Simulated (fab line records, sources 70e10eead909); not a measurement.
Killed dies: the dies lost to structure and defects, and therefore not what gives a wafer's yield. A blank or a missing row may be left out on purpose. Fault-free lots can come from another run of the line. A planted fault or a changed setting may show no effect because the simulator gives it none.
Chamber matching || flow nand-harc || rie-diel-11 running NHARC_A_STAIRCASE_DESCUM_219: 4 sister chambers
The step chemistry O2, time 3 s. 4 wafers are shown with their chamber, then 7 later ones without.

## WAFERS WITH THEIR CHAMBER
{"wafer": "L084.3", "chamber": 2, "showerhead-plenum-p-Torr (Torr)": 1.97}
{"wafer": "L084.5", "chamber": 3, "showerhead-plenum-p-Torr (Torr)": 1.89}
{"wafer": "L083.1", "chamber": 1, "showerhead-plenum-p-Torr (Torr)": 1.81}
{"wafer": "L083.2", "chamber": 0, "showerhead-plenum-p-Torr (Torr)": 1.91}

## WAFERS WHOSE CHAMBER IS MISSING
{"wafer": "L083.3", "showerhead-plenum-p-Torr (Torr)": 1.89}
{"wafer": "L085.1", "showerhead-plenum-p-Torr (Torr)": 1.97}
{"wafer": "L085.2", "showerhead-plenum-p-Torr (Torr)": 1.91}
{"wafer": "L085.5", "showerhead-plenum-p-Torr (Torr)": 1.97}
{"wafer": "L090.1", "showerhead-plenum-p-Torr (Torr)": 1.97}
{"wafer": "L090.5", "showerhead-plenum-p-Torr (Torr)": 1.89}
{"wafer": "L090.6", "showerhead-plenum-p-Torr (Torr)": 1.90}

## THE CHAMBER EACH PASSED THROUGH
{"wafer": "L083.3", "from the rows above": 3, "in truth": 3}
{"wafer": "L085.1", "from the rows above": 2, "in truth": 2}
{"wafer": "L085.2", "from the rows above": 0, "in truth": 0}
{"wafer": "L085.5", "from the rows above": 2, "in truth": 2}
{"wafer": "L090.1", "from the rows above": 2, "in truth": 2}
{"wafer": "L090.5", "from the rows above": 3, "in truth": 3}
{"wafer": "L090.6", "from the rows above": "can't be placed: 0 or 3", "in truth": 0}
6 of 7 placed correctly. Can't be placed from these rows: 1 (the true chamber is among the candidates in 1). 0 placed wrongly.
How it was worked out, from the rows above alone: a wafer's distance from a chamber is the root of the sum, over the readings, of the square of ((its reading less the chamber's mean) divided by the reading's scatter). If the next closest chamber is less than 2 further off than the closest, the wafer can't be placed; otherwise it belongs to the closest. Each chamber's mean is taken over the wafers shown for it. The scatter: with one shown wafer a chamber, the root of the mean of the squares of how far each hidden wafer lies from its nearest shown one.
